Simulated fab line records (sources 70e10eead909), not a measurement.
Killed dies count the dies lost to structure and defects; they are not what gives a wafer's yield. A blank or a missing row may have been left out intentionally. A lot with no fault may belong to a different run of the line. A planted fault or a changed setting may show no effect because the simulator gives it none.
Chamber matching | flow nand_harc | NHARC_A_CONTACT_ETCH_92 on rie_diel-04: 4 sister chambers
The step etches the open film in CH3F/O2, target depth 40 nm, time 85.7 s. 8 wafers are shown with their chamber, then 8 later ones without.

WAFERS PAIRED WITH THEIR CHAMBERS
wafer  | chamber | drypump_motor_current_A (A) | showerhead_plenum_p_Torr (Torr)
L262.1 | 2       | 6.1                         | 2.60
L269.1 | 2       | 6.1                         | 2.59
L269.4 | 3       | 5.2                         | 2.38
L269.6 | 1       | 5.9                         | 2.40
L270.4 | 3       | 5.2                         | 2.38
L270.5 | 1       | 6.0                         | 2.40
L270.6 | 0       | 5.5                         | 2.54
L271.3 | 0       | 5.5                         | 2.54

WAFERS WITHOUT THEIR CHAMBER
wafer  | drypump_motor_current_A (A) | showerhead_plenum_p_Torr (Torr)
L271.4 | 5.1                         | 2.37
L271.5 | 6.0                         | 2.40
L273.1 | 6.1                         | 2.59
L273.3 | 5.2                         | 2.37
L273.5 | 5.2                         | 2.37
L272.3 | 6.1                         | 2.59
L272.4 | 5.2                         | 2.37
L272.5 | 5.5                         | 2.54

EACH ONE'S CHAMBER
wafer  | from the rows above | in truth
L271.4 | 3                   | 3
L271.5 | 1                   | 1
L273.1 | 2                   | 2
L273.3 | 3                   | 3
L273.5 | 3                   | 3
L272.3 | 2                   | 2
L272.4 | 3                   | 3
L272.5 | 0                   | 0
Correctly placed: 8 of 8. Number that these rows cannot place: 0. Placed wrongly: 0.
How it was worked out, from the rows above alone: a wafer's distance from a chamber is the root of the sum, over the readings, of the square of ((its reading less the chamber's mean) divided by the reading's scatter). The wafer belongs to the nearest chamber; if the next one is less than 2 further off, it can't be placed. The mean given for a chamber averages the wafers shown for that chamber. The scatter: the root of (the sum of the squares of (reading less its chamber's mean) over the shown wafers, divided by (wafers less chambers)).
